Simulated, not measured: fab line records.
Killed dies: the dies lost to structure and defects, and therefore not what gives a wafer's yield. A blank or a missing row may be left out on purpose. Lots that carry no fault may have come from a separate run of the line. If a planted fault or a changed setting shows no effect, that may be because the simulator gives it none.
Split-lot experiment	flow n5 finfet	7 lots, 21 wafers read, on a route of 1938 steps

== ABOUT THE SPLIT ==
At N5_BEOL_M0_SAQP_COAT_82 (time 60 s, resist thk 30 nm), the setting spin rpm was moved away from the recipe's 1500 rpm on 7 of the 21 wafers read, by -6.3% to +5.6%. This setting was run at the recipe's value on the other wafers.

== FROM THE SPLIT TO THE READING: what the file shows between them, 2 steps ==
- N5_BEOL_M0_SAQP_DEVELOP_13: develop time 30 s (also split here: develop time s)
- N5_BEOL_M0_SAQP_DESCUM_19: chemistry O2, time 7.9 s

== THE READING ==
CAR-ArF_of_BEOL_M0_SAQP_COAT_08.thk nm (the simulator's own value, which no gauge read), in nm, at N5_BEOL_M0_SAQP_ETCH_83 (etches SiARC in CF4, target depth 39 nm, time 65 s). No usual value for it is given in the file. Here, 14 wafers ran the recipe; their average is 55.5 nm with a standard deviation of 0.36 nm.

wafer	tool, chamber at the split	spin rpm as run, rpm	against the recipe	CAR-ArF_of_BEOL_M0_SAQP_COAT_08.thk nm, nm	against lot-mates on the recipe
L077.2	litho track-02, 0	1554	+3.6%	56	+0.6
L077.3	litho track-02, 0	1554	+3.6%	56	+0.6
L077.4	litho track-02, 0	1500	recipe	55.4	-
L082.1	litho track-02, 0	1500	recipe	55.4	-
L082.2	litho track-02, 0	1500	recipe	54.8	-
L082.3	litho track-02, 0	1500	recipe	55	-
L083.1	litho track-02, 0	1500	recipe	55.8	-
L083.2	litho track-02, 0	1500	recipe	55.6	-
L083.6	litho track-02, 0	1444	-3.7%	55	-0.7
L084.4	litho track-05, 0	1457	-2.9%	54.8	-0.4
L084.5	litho track-05, 0	1500	recipe	55.4	-
L084.6	litho track-05, 0	1500	recipe	55	-
L085.1	litho track-05, 0	1500	recipe	55.4	-
L085.3	litho track-05, 0	1500	recipe	55.6	-
L085.5	litho track-05, 0	1500	recipe	55.8	-
L087.1	litho track-03, 0	1584	+5.6%	56.4	+1.0
L087.4	litho track-03, 0	1500	recipe	55.4	-
L087.5	litho track-03, 0	1584	+5.6%	56.2	+0.8
L096.3	litho track-05, 0	1500	recipe	56.2	-
L096.4	litho track-05, 0	1405	-6.3%	54.6	-1.4
L096.5	litho track-05, 0	1500	recipe	55.8	-

THE FIT
A straight line over all 21 wafers: CAR-ArF_of_BEOL_M0_SAQP_COAT_08.thk nm changes by +0.148 nm for each +1% of spin rpm; r = +0.80; the points scatter about the line by 0.32 nm.
The same after taking each lot's own level away (the mean of its wafers on the recipe; 21 wafers): +0.18 nm for each +1%; r = +0.95; scatter 0.17 nm.
According to that fit, moving spin rpm by its largest amount changes the reading by 1.1 nm.
Measured against the standard deviation above, the lots' own levels, which go from 55.07 to 56.00 nm, span 2.6 times it.
So the lot-to-lot level blurs the effect unless lot-mates are compared.
Check: -1.04 nm against its lot-mates is what the line predicts for one of the wafers moved furthest among these (-6.3%) when that wafer is left out of the fit. It came out at -1.4 nm against them.

== THESE WAFERS: OTHER SPLITS ==
Note: prior to the reading, these wafers also went through further splits. Each is held against what the fit with the lots' levels taken away leaves over:
other split on the same wafers	wafers away from the commonest value	r with CAR-ArF_of_BEOL_M0_SAQP_COAT_08.thk nm (lot level and that fit taken away)
N5_SDB_ALD_29 ald cycles	7	+0.12
N5_HKMG_FIN_ETCH_55 bias w	4	-0.18
N5_HKMG_FIN_ETCH_58 source w	5	+0.06
N5_GATE_CUT_ETCH_56 bias w	5	-0.10
N5_MOL_CONTACT_COAG_ETCH_105 bias w	7	-0.06
N5_MOL_CONTACT_COAG_ETCH_110 bias w	7	+0.01
N5_MOL_CONTACT_COAG_ETCHBACK_136 target depth a	8	+0.20
N5_MOL_CONTACT_COAG_VIA_ETCH_117 bias w	8	-0.18
N5_BEOL_M0_SAQP_DEVELOP_13 develop time s	7	+0.00

== THE WHOLE CHAIN: every reading that the file lists as answering this split, in the file's order ==
step	what it does	reading	change (the file's fit)	r (the file's)
N5_BEOL_M0_SAQP_COAT_82	time 60 s, resist thk 30 nm	SiARC_of_BEOL_M0_SAQP_COAT_82.thk nm (the simulator's own value, which no gauge read)	-0.144 nm for each +1% of the setting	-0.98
N5_BEOL_M0_SAQP_ETCH_83	etches SiARC in CF4, target depth 39 nm, time 65 s	etch.depth nm (the simulator's own value, which no gauge read)	-0.154 nm for each +1% of the setting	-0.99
N5_BEOL_M0_SAQP_ETCH_83	etches SiARC in CF4, target depth 39 nm, time 65 s	CAR-ArF_of_BEOL_M0_SAQP_COAT_08.thk nm (the simulator's own value, which no gauge read)	+0.186 nm for each +1% of the setting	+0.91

== FILE'S OWN FIT ==
CAR-ArF_of_BEOL_M0_SAQP_COAT_08.thk nm changes by +0.186 nm for each +1% of spin rpm, r = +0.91.
